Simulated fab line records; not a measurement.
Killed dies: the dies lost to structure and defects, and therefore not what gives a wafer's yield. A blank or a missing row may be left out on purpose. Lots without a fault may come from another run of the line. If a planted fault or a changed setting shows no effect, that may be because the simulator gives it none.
Struck lot and sound lot, side by side || flow nand harc || 15 out of 1159 route steps
Sound: wafers L207.1, L207.2, L207.3. Wafers L216.1, L216.3, L216.4 were the ones struck. The cause comes at the end.
Each step with rows lists, per side, the tool, then ch with its chambers, then its first start. Under that, the readings that differ: sound wafers || struck wafers || difference of the means || sigmas: that difference in standard deviations of wafers without a fault.
alike: a reading whose means differ by less than 2 such deviations, as well as words and numbers matching on both sides. not compared: withheld readings; readings where some wafer has no value; bounds like >300 that might hide an equal value; numbers whose values overlap and for which the record gives no deviation.
A row with sigmas, a row that says differs or no value, or rows on one side alone: a step with any of these is where the two part. Non-overlapping numbers with no deviation appear without sigmas and do not part them. A reading missing from all wafers of one side parts the sides only when that side holds two or more wafers.

NHARC_P_GATE_ETCH_104: etches the open film in CF4/CHF3, target depth 60 nm.
  sound on rie diel-11 ch 0,2,3, day 5 23:18; struck on rie diel-13 ch 0,1,3, day 8 02:04
  alike: bias w, drypump motor current A, oes product au, rf vpp V, showerhead plenum p Torr, throttle valve pct
NHARC_P_GATE_HM_OPEN_105: chemistry O2/COS, target depth 360 nm.
  sound on rie diel-11 ch 0,1,3; struck on rie diel-13 ch 0,1,2
{"reading": "rf hours counter h (h)", "sound": "41 38 39", "struck": "23 23 23", "difference": -16, "sigmas": ""}
  alike: bias w, drypump motor current A, oes product au, rf vpp V, showerhead plenum p Torr, throttle valve pct
then, 3 steps without rows for these wafers: NHARC_P_GATE_STRIP_106 (strips in O2/COS); NHARC_P_GATE_ETCH_114 (etches the open film in CF4/O2, target depth 30 nm, overetch 3 nm, time 16.5 s); NHARC_P_GATE_ETCH_32 (etches the open film in HBr/Cl2, target depth 150 nm, time 100.1 s).
NHARC_P_GATE_STRIP_108: strips in O2.
  sound on rie diel-13 ch 1,2,3, day 5 23:55; struck on rie diel-04 ch 0,1,2, day 8 02:56
{"reading": "rf hours counter h (h)", "sound": "6 5 6", "struck": "10 9 7", "difference": "+3", "sigmas": ""}
  alike: chamber pressure mTorr, drypump motor current A, oes product au, rf vpp V, showerhead plenum p Torr, throttle valve pct
NHARC_P_GATE_CD_MEAS_33:
  sound on cd sem-03 at day 6 00:06; struck on cd sem-02 at day 8 03:07
{"reading": "cd nm (nm)", "sound": "123.3 123.7 121.4", "struck": "117.9 119.0 118.3", "difference": -4.4, "sigmas": -2}
then, 3 steps without rows for these wafers: NHARC_P_GATE_STRIP_35 (strips in SPM, time 600 s); NHARC_P_GATE_PRECLEAN_73 (cleans in SC1); NHARC_P_GATE_SRD_74.
NHARC_P_GATE_ALD_36: deposits SiNx, target thk 20 nm, pulse time 60 s, ald cycles 223.
  sound on ald sin-03 ch 0,1,3, day 6 00:34; struck on ald sin-04 ch 0,1,3, day 8 03:34
  alike: heater power w, precursor pulse height rel
NHARC_P_GATE_ETCHBACK_37: etches the open film in CHF3/O2, target depth 34.5 nm, time 17.2 s.
  sound on rie diel-11 ch 0,1,3; struck on rie diel-04 ch 0,1,3
{"reading": "rf hours counter h (h)", "sound": "42 40 38", "struck": "10 13 13", "difference": -28, "sigmas": ""}
  alike: bias w, drypump motor current A, oes product au, rf vpp V, showerhead plenum p Torr, throttle valve pct
NHARC_P_GATE_STRIP_101: strips in O2, time 20 s.
  sound on rie diel-11 ch 0,1,3, day 6 11:31; struck on rie diel-04 ch 0,1,2, day 8 13:11
  no value came back on the struck wafers for any of 8 readings (bias w (W), chamber pressure mTorr (mTorr) and others); on the sound wafers bias w (W) reads 0 0 0
then, 2 steps without rows for these wafers: NHARC_P_GATE_PRECLEAN_97 (cleans in SPM, time 600 s); NHARC_END_SORT_01.

WHERE THEY PART
First at NHARC_P_GATE_CD_MEAS_33; last, within this record, at NHARC_P_GATE_STRIP_101.

WHY: what the simulator had put in
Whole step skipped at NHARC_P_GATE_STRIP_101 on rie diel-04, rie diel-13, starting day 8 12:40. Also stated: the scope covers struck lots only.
